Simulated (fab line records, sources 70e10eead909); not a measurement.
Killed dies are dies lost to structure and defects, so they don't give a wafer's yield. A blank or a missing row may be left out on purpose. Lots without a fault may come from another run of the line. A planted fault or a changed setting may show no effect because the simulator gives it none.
fab line records | flow nand_harc
record lots=13 wafers=39 last_day=24
route steps=1159 shown A_STAIRCASE@652 THIN_TSV@1126 END@1159
lots that met no fault: from a run of the same line without faults
start_h: hours from the record's first day to the start of the lot's first wafer shown | wait_h: hours since the lot's step before | " the same as in the row above | L1.1+2: a row that stands for several wafers | - no value, or no start given | * or withheld: withheld | < > ~ a bound
route shown NAME@n: a module of which the file shows steps, and the number in the route of the first | usual: mean/standard deviation of fault-free wafers | same: alike in all rows | chamber/n: place in a boat | sites: the reading at each site | _std_site: their standard deviation | _edge_site: outer sites' mean less inner sites' | radius_mm: how far each site lies from the wafer's centre | mask NAME#n: copy n | behind: the tool/chamber that last shaped the wafer | hold: why the lot was held/for how many hours/how that ended | device: the transistor (n, p or np) that didn't switch | end of line: the same wafers' tests at the end of the route | a step without rows: its recipe alone | killed: dies lost to structure and defects at the first sort, not the wafer's yield | map: a wafer's dies, x killed, . not, _ none there
set.NAME: the setting as run; set.NAME@STEP: as run at that earlier step | model.NAME: the simulator's own value behind a step, which no gauge read
steps of the route over a sample of lots; a table a step, a row a wafer
services: from which hour (start_h, from the record's first day; less than 0 if before it) a tool's chamber was out of use, for how many hours, and why
## steps
# step NHARC_A_STAIRCASE_HM_DEP_456
# recipe target_thk_a=15000 temp_c=400 material=aC
# usual throttle_valve_pct=35.002/0.0094
# columns lot.wafer tool chamber start_h wait_h throttle_valve_pct
L831.2 acl_dep-02 0 249.27 - 35.006
L831.5 " 0 " " 34.991
L831.6 " 0 " " 35.007
L832.1 acl_dep-03 0 257.15 - 35.005
L832.5 " 0 258.37 - 35.003
L832.6 " 0 " " 35.003
L835.1 acl_dep-03 0 266.37 - 35.003
L835.5 " 0 267.61 - 35.002
L835.6 " 0 " " 35.014
L837.1 acl_dep-03 0 295.20 - 35.005
L837.2 " 0 " " 35.000
L837.5 " 0 " " 35.014
L839.1 acl_dep-03 0 302.17 - 35.012
L839.4 " 0 " " 35.015
L839.6 " 0 " " 35.009
L840.1 acl_dep-03 0 304.04 - 34.993
L840.2 " 0 " " 34.999
L840.5 " 0 " " 34.991
L844.3 acl_dep-02 0 324.75 - 35.002
L844.5 " 0 " " 34.998
L844.6 " 0 " " 35.004
L846.1 acl_dep-02 0 334.34 - 34.987
L846.2 " 0 " " 34.995
L846.5 " 0 " " 35.000
L845.1 acl_dep-01 0 336.72 - 34.991
L845.2 " 0 " " 35.012
L845.4 " 0 " " 35.020
L850.1 acl_dep-01 0 362.93 - 34.991
L850.3 " 0 " " 35.001
L850.4 " 0 " " 34.991
L853.2 acl_dep-01 0 374.89 - 35.005
L853.4 " 0 " " 35.009
L853.6 " 0 " " 35.011
L852.1 acl_dep-03 0 376.17 - 35.005
L852.2 " 0 " " 34.995
L852.3 " 0 " " 35.005
L854.1 acl_dep-02 0 393.97 - 35.009
L854.3 " 0 " " 35.011
L854.5 " 0 " " 35.004
# step NHARC_THIN_TSV_STRIP_62
# recipe power_w=1500 temp_c=250 time_s=20 chemistry=N2/H2
# usual drypump_motor_current_A=6.1/0.38 heater_power_w=308/17
# same time_s=20
# columns lot.wafer tool chamber start_h wait_h drypump_motor_current_A heater_power_w rf_hours_counter_h
L831.2 plasma_asher-01 1 428.81 - 6.2 345 51
L831.6 " 0 " " 6.4 282 -
L831.5 " 1 " " 6.2 325 -
L835.1 plasma_asher-01 1 442.60 - 6.2 328 56
L835.6 " 0 " " 6.4 291 -
L835.5 " 1 " " 6.2 330 -
L832.1 plasma_asher-01 1 444.11 - 6.3 318 57
L832.6 " 0 " " 6.3 292 -
L832.5 " 1 " " 6.2 336 -
L837.2 plasma_asher-02 0 470.18 - 6.1 309 31
L837.1 " 1 " " 5.3 305 31
L837.5 " 0 " " 6.1 318 -
L840.1 plasma_asher-01 0 481.82 - 6.4 298 8
L840.2 " 1 " " 6.3 326 8
L840.5 " 0 " " 6.4 291 -
L839.1 plasma_asher-01 0 489.34 - 6.4 293 11
L839.4 " 1 " " 6.2 323 -
L839.6 " 0 " " 6.4 282 -
L844.3 plasma_asher-01 1 495.60 - 6.2 329 -
L844.6 " 1 " " 6.3 326 -
L844.5 " 0 " " 6.3 284 -
L845.2 plasma_asher-01 0 518.48 - 6.4 290 21
L845.1 " 1 " " 6.2 324 21
L845.4 " 0 " " 6.4 282 -
L846.2 plasma_asher-02 1 520.25 - 5.3 304 47
L846.1 " 0 " " 6.1 317 47
L846.5 " 1 " " 5.3 300 -
L850.1 plasma_asher-01 1 540.95 - 6.2 329 30
L850.3 " 0 " " 6.4 292 -
L850.4 " 1 " " 6.3 330 -
L852.2 plasma_asher-02 0 557.04 - 6.1 291 3
L852.1 " 1 " " 5.3 299 3
L852.3 " 1 " " 5.3 288 -
L853.2 plasma_asher-01 1 558.24 - 6.3 331 39
L853.4 " 1 " " 6.3 332 -
L853.6 " 0 " " 6.4 281 -
L854.1 plasma_asher-01 0 572.04 - 6.3 289 44
L854.3 " 0 " " 6.4 286 -
L854.5 " 0 " " 6.4 292 -
# step NHARC_THIN_TSV_DESCUM_35
# recipe time_s=3 o2_flow_sccm=200 ar_flow_sccm=0 bias_power_w=0 chemistry=O2
# usual drypump_motor_current_A=5.65/0.27 oes_product_au=0.998/0.01 rf_vpp_V=57.9/0.9 showerhead_plenum_p_Torr=1.94/0.08 throttle_valve_pct=11.311/0.0079
# same bias_power_w=0 time_s=3
# columns lot.wafer tool chamber start_h wait_h drypump_motor_current_A oes_product_au rf_hours_counter_h rf_vpp_V showerhead_plenum_p_Torr throttle_valve_pct
L831.2 rie_diel-02 3 432.29 - 5.87 1.000 7 57.4 2.06 11.320
L831.6 " 2 " " 5.71 1.019 - 57.5 2.04 11.318
L831.5 " 3 " " 5.83 1.001 - 59.4 2.06 11.308
L835.1 rie_diel-07 3 446.06 - 5.57 0.979 3 56.9 1.91 11.319
L835.6 " 1 " " 5.35 0.994 - 57.3 1.93 11.317
L835.5 " 2 " " 5.35 0.994 - 57.9 1.87 11.315
L832.1 rie_diel-07 0 447.56 - 6.08 0.984 2 56.8 1.79 11.311
L832.6 " 3 " " 5.57 0.981 - 58.6 1.91 11.303
L832.5 " 0 " " 6.10 0.987 - 56.3 1.80 11.313
L837.1 rie_diel-02 3 473.69 - 5.80 1.000 10 57.8 2.06 11.309
L837.2 " 1 " " 5.77 1.018 10 58.0 1.87 11.308
L837.5 " 3 " " 5.82 0.997 - 57.0 2.06 11.309
L840.1 rie_diel-02 3 485.43 - 5.80 0.986 10 57.7 2.06 11.315
L840.2 " 0 " " 5.47 1.003 11 58.8 1.87 11.323
L840.5 " 1 " " 5.76 1.008 - 58.0 1.86 11.314
L839.4 rie_diel-02 0 492.68 - 5.47 0.996 12 57.9 1.87 11.300
L839.1 " 1 " " 5.77 1.011 11 59.3 1.86 11.310
L839.6 " 0 " " 5.51 1.005 - 58.2 1.87 11.314
L844.3 rie_diel-07 3 499.02 - 5.57 0.995 6 57.1 1.91 11.312
L844.5 " 3 " " 5.58 0.984 - 57.1 1.91 11.307
L844.6 " 0 " " 6.10 0.984 - 57.4 1.79 11.321
L845.1 rie_diel-08 1 522.20 - 6.27 1.017 5 58.9 1.97 11.312
L845.2 " 3 " " 6.02 0.994 5 60.0 2.01 11.312
L845.4 " 1 " " 6.29 1.007 - 57.1 1.97 11.309
L846.1 rie_diel-02 3 523.91 - 5.83 0.996 1 59.2 2.06 11.323
L846.2 " 1 " " 5.80 0.999 1 57.5 1.86 11.304
L846.5 " 0 " " 5.49 1.003 - 57.7 1.87 11.307
L850.1 rie_diel-08 2 544.34 - 5.33 1.004 5 57.9 1.97 11.319
L850.3 " 3 " " 6.03 0.993 9 58.7 2.01 11.309
L850.4 " 0 " " 5.29 0.996 - 58.4 1.96 11.315
L852.3 rie_diel-08 2 560.53 - 5.33 1.011 7 58.2 1.97 11.302
L852.1 " 3 " " 6.01 0.993 10 57.3 2.01 11.301
L852.2 " 0 " " 5.29 0.988 5 58.4 1.96 11.306
L853.4 rie_diel-08 3 561.59 - 6.03 1.011 10 59.0 2.01 11.307
L853.2 " 0 " " 5.29 0.997 5 58.4 1.96 11.313
L853.6 " 2 " " 5.30 1.010 - 58.0 1.97 11.306
L854.1 rie_diel-02 3 575.42 - 5.80 0.991 4 58.0 2.05 11.302
L854.3 " 0 " " 5.51 1.004 4 58.7 1.87 11.314
L854.5 " 3 " " 5.81 0.993 - 58.4 2.05 11.315
# step NHARC_THIN_TSV_CD_MEAS_37
# usual cd_nm=4999.3/2.6
# columns lot.wafer tool chamber start_h wait_h cd_nm
L831.2 cd_sem-02 - 433.56 - 5004.7
L831.5 " - " " 5000.5
L831.6 " - " " 5000.7
L835.1 cd_sem-01 - 447.33 - 5001.6
L835.5 " - " " 4999.0
L835.6 " - " " 4997.7
L832.1 cd_sem-03 - 448.83 - 4998.2
L832.5 " - " " 4998.1
L832.6 " - " " 4997.7
L837.1 cd_sem-03 - 475.00 - 4996.9
L837.2 " - " " 4999.0
L837.5 " - " " 4999.2
L840.1 cd_sem-01 - 486.68 - 5001.2
L840.2 " - " " 5001.4
L840.5 " - " " 5002.2
L839.1 cd_sem-02 - 493.97 - 4999.3
L839.4 " - " " 4997.0
L839.6 " - " " 5001.6
L844.3 cd_sem-03 - 500.31 - 4995.9
L844.5 " - " " 4998.9
L844.6 " - " " 4999.4
L845.1 cd_sem-03 - 523.51 - 4998.2
L845.2 " - " " 5001.3
L845.4 " - " " 5001.8
L846.1 cd_sem-02 - 525.19 - 5002.7
L846.2 " - " " 4998.2
L846.5 " - " " 5000.5
L850.1 cd_sem-02 - 545.65 - 4997.9
L850.3 " - " " 5000.0
L850.4 " - " " 4999.6
L852.1 cd_sem-03 - 561.82 - 4998.1
L852.2 " - " " 4997.4
L852.3 " - " " 4998.9
L853.2 cd_sem-02 - 562.86 - 4997.3
L853.4 " - " " 4993.4
L853.6 " - " " 5000.7
L854.1 cd_sem-03 - 576.70 - 4997.9
L854.3 " - " " 4998.0
L854.5 " - " " 5001.6
# step NHARC_END_SORT_01
# recipe temp_c=25
# usual killed_at_array=27/8 killed_at_other=0.8/1.2 killed_at_periphery=3.3/2.3 killed_dies=31/8.8 killed_open=3.2/2.1 killed_short=2.1/1.4
# same gross_dies=677
# columns lot.wafer tool chamber start_h wait_h killed_at_array killed_at_other killed_at_periphery killed_dies killed_open killed_short
L837.1 prober-01 0 483.41 2.5 128 1 0 129 3 1
L837.2 prober-01 0 484.21 2.8 116 3 1 120 2 1
L837.5 prober-01 0 486.58 3.7 116 1 2 119 1 1
L840.1 prober-02 0 493.98 2.5 106 0 3 109 3 0
L840.2 prober-02 0 494.78 2.8 131 0 4 135 4 2
L840.5 prober-02 0 497.20 3.7 117 0 2 119 2 0
L839.1 prober-02 0 501.81 2.5 136 1 3 140 3 5
L839.4 prober-02 0 504.22 3.4 127 0 7 134 3 1
L839.6 prober-02 0 505.82 4.0 127 0 3 130 4 1
L844.3 prober-02 0 511.19 3.1 25 1 3 29 3 5
L844.5 prober-02 0 512.78 3.7 29 3 0 32 8 4
L844.6 prober-02 0 513.57 4.0 25 0 1 26 4 0
L850.1 prober-02 0 557.78 2.5 32 0 5 37 5 3
L850.3 prober-02 0 559.39 3.1 25 0 4 29 2 0
L852.2 prober-01 0 570.10 2.8 60 0 7 67 0 2
L852.3 prober-01 0 570.90 3.1 50 0 4 54 2 3
# killed by level:class
L837.1 A_STAIRCASE:unspecified=104 A_CHANNEL_HOLE_D1:chamber_film_flake=10 A_SLIT:chamber_film_flake=7 A_STAIRCASE:chamber_film_flake=3 A_SOURCE_PLATE:geometric_particle:open=1 A_ONON_D1:geometric_particle:short=1 A_CONTACT:geometric_particle:open=1 A_M0:geometric_particle:open=1
L837.2 A_STAIRCASE:unspecified=95 A_CHANNEL_HOLE_D1:chamber_film_flake=8 A_SLIT:chamber_film_flake=8 THIN_TSV:chamber_film_flake=3 A_SGD_CUT:geometric_particle:open=1 A_CONTACT:geometric_particle:open=1 A_M1:geometric_particle:short=1 P_STI:chamber_film_flake=1
L837.5 A_STAIRCASE:unspecified=94 A_CHANNEL_HOLE_D1:chamber_film_flake=9 A_SLIT:chamber_film_flake=7 A_WL_FILL:chamber_film_flake=2 P_GATE:geometric_particle:open=1 A_CHANNEL_FILL_D1:geometric_particle:short=1 P_BONDPAD:chamber_film_flake=1 A_CHANNEL_FILL_D1:chamber_film_flake=1
L840.1 A_STAIRCASE:unspecified=95 A_CHANNEL_HOLE_D1:chamber_film_flake=6 P_ZERO_WELL:chamber_film_flake=2 A_ONON_D1:geometric_particle:open=1 A_WL_FILL:geometric_particle:open=1 A_M0:geometric_particle:open=1 P_STI:chamber_film_flake=1 A_CHANNEL_FILL_D1:chamber_film_flake=1
L840.2 A_STAIRCASE:unspecified=105 A_CHANNEL_HOLE_D1:chamber_film_flake=11 A_CHANNEL_FILL_D1:chamber_film_flake=4 A_WL_FILL:chamber_film_flake=3 A_ONON_D1:geometric_particle:open=2 P_ZERO_WELL:chamber_film_flake=2 A_CONTACT:chamber_film_flake=2 P_STI:geometric_particle:open=1
L840.5 A_STAIRCASE:unspecified=103 A_CHANNEL_HOLE_D1:chamber_film_flake=6 A_CONTACT:chamber_film_flake=4 P_ZERO_WELL:chamber_film_flake=2 A_WL_FILL:geometric_particle:open=1 A_M0:geometric_particle:open=1 A_CHANNEL_FILL_D1:chamber_film_flake=1 A_WL_FILL:chamber_film_flake=1
L839.1 A_STAIRCASE:unspecified=103 A_CHANNEL_HOLE_D1:chamber_film_flake=13 A_SLIT:chamber_film_flake=13 A_CONTACT:chamber_film_flake=2 P_CONTACT:geometric_particle:short=1 P_CONTACT:geometric_particle:open=1 A_ONON_D1:geometric_particle:short=1 A_CHANNEL_FILL_D1:geometric_particle:short=1
L839.4 A_STAIRCASE:unspecified=98 A_CHANNEL_HOLE_D1:chamber_film_flake=13 A_SLIT:chamber_film_flake=9 P_BONDPAD:chamber_film_flake=4 P_M0:chamber_film_flake=3 A_CONTACT:chamber_film_flake=3 A_SGD_CUT:geometric_particle:open=1 A_CONTACT:geometric_particle:open=1
L839.6 A_STAIRCASE:unspecified=102 A_SLIT:chamber_film_flake=11 A_CHANNEL_HOLE_D1:chamber_film_flake=6 A_STAIRCASE:chamber_film_flake=3 A_ONON_D1:geometric_particle:open=2 P_BONDPAD:chamber_film_flake=2 A_CONTACT:geometric_particle:short=1 A_BLC:geometric_particle:open=1
L844.3 A_CHANNEL_HOLE_D1:chamber_film_flake=9 A_CONTACT:chamber_film_flake=7 A_ONON_D1:geometric_particle:open=1 A_ONON_D1:geometric_particle:short=1 A_CHANNEL_FILL_D1:geometric_particle:short=1 A_SGD_CUT:geometric_particle:short=1 A_WL_FILL:geometric_particle:short=1 A_WL_FILL:geometric_particle:open=1
L844.5 A_CHANNEL_HOLE_D1:chamber_film_flake=13 A_WL_FILL:geometric_particle:open=4 A_CONTACT:chamber_film_flake=4 A_M0:geometric_particle:open=3 THIN_TSV:chamber_film_flake=2 A_CHANNEL_FILL_D1:geometric_particle:short=1 A_CHANNEL_FILL_D1:geometric_particle:open=1 A_WL_FILL:geometric_particle:short=1
L844.6 A_CHANNEL_HOLE_D1:chamber_film_flake=15 A_STAIRCASE:chamber_film_flake=3 A_CONTACT:chamber_film_flake=3 A_CHANNEL_FILL_D1:geometric_particle:open=1 A_WL_FILL:geometric_particle:open=1 A_CONTACT:geometric_particle:open=1 A_BLC:geometric_particle:open=1 P_GATE:chamber_film_flake=1
L850.1 A_CHANNEL_HOLE_D1:chamber_film_flake=21 A_STAIRCASE:chamber_film_flake=3 P_STI:chamber_film_flake=2 P_CONTACT:geometric_particle:open=1 P_M0:geometric_particle:open=1 A_SOURCE_PLATE:geometric_particle:short=1 A_SOURCE_PLATE:geometric_particle:open=1 A_CHANNEL_FILL_D1:geometric_particle:short=1
L850.3 A_CHANNEL_HOLE_D1:chamber_film_flake=17 A_CONTACT:chamber_film_flake=3 P_STI:chamber_film_flake=2 A_CONTACT:geometric_particle:open=1 A_M1:geometric_particle:open=1 P_ZERO_WELL:chamber_film_flake=1 P_GATE:chamber_film_flake=1 A_ZERO_WELL:chamber_film_flake=1
L852.2 A_CHANNEL_HOLE_D1:chamber_film_flake=30 A_SLIT:chamber_film_flake=14 A_STAIRCASE:chamber_film_flake=8 P_M0:chamber_film_flake=5 A_CONTACT:chamber_film_flake=5 P_GATE:chamber_film_flake=2 A_CHANNEL_FILL_D1:geometric_particle:short=1 A_WL_FILL:geometric_particle:short=1
L852.3 A_CHANNEL_HOLE_D1:chamber_film_flake=24 A_SLIT:chamber_film_flake=19 P_M0:chamber_film_flake=2 A_CONTACT:chamber_film_flake=2 P_STI:geometric_particle:short=1 A_ONON_D1:geometric_particle:short=1 A_CHANNEL_FILL_D1:geometric_particle:open=1 A_WL_FILL:geometric_particle:short=1
## services
# columns tool chamber start_h hours kind
rie_diel-02 - 226.54 1.7 repair
rie_diel-02 3 231.53 11.3 repair
rie_diel-08 3 273.88 10.3 repair
plasma_asher-01 - 276.20 9.0 pm
rie_diel-02 3 284.82 7.2 repair
rie_diel-08 - 301.80 9.0 pm
rie_diel-08 2 319.18 1.2 repair
rie_diel-02 - 327.70 9.0 pm
rie_diel-08 - 346.55 1.2 repair
acl_dep-02 - 346.93 4.6 repair
acl_dep-02 - 351.57 13.0 pm
rie_diel-08 1 359.69 8.8 repair
rie_diel-08 3 376.76 16.5 repair
rie_diel-02 1 385.90 7.2 repair
acl_dep-03 - 407.54 13.0 pm
rie_diel-08 0 416.34 102.6 repair
acl_dep-03 - 433.69 9.7 repair
plasma_asher-01 - 453.20 9.0 pm
plasma_asher-01 - 474.87 0.4 repair
rie_diel-02 1 501.19 7.4 repair
rie_diel-02 - 504.70 9.0 pm
acl_dep-03 - 511.95 0.8 repair
plasma_asher-01 - 536.35 0.4 repair
rie_diel-02 1 550.49 8.1 repair
## key
first_sign step=NHARC_END_SORT_01 reading=killed_at_array direction=up sigmas=12 usual=27 struck=123
effect step=NHARC_END_SORT_01 reading=killed_dies direction=up sigmas=11 usual=31 struck=126
more_kills_born_at NHARC_A_STAIRCASE_HM_DEP_456@acl_dep-03=899
met_at NHARC_A_STAIRCASE_HM_DEP_456
struck_lots L837,L839,L840
tester_left_out L837,L839,L840
not_acting_at NHARC_THIN_TSV_STRIP_62,NHARC_THIN_TSV_DESCUM_35,NHARC_THIN_TSV_CD_MEAS_37
onset_between 266.37 295.20
fault kind=chamber_particle_source tool=acl_dep-03 chamber=- onset_h=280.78 steps=NHARC_A_STAIRCASE_HM_DEP_456 rate_per_visit_cm2=1.7858 end_h=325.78
# tester_left_out: of these lots the tester's yield and bins aren't shown, on N5 and GAA mostly nor the transistor test; their killed dies are dies lost to structure and defects alone, not to doping, threshold or leakage, so they don't give the yield
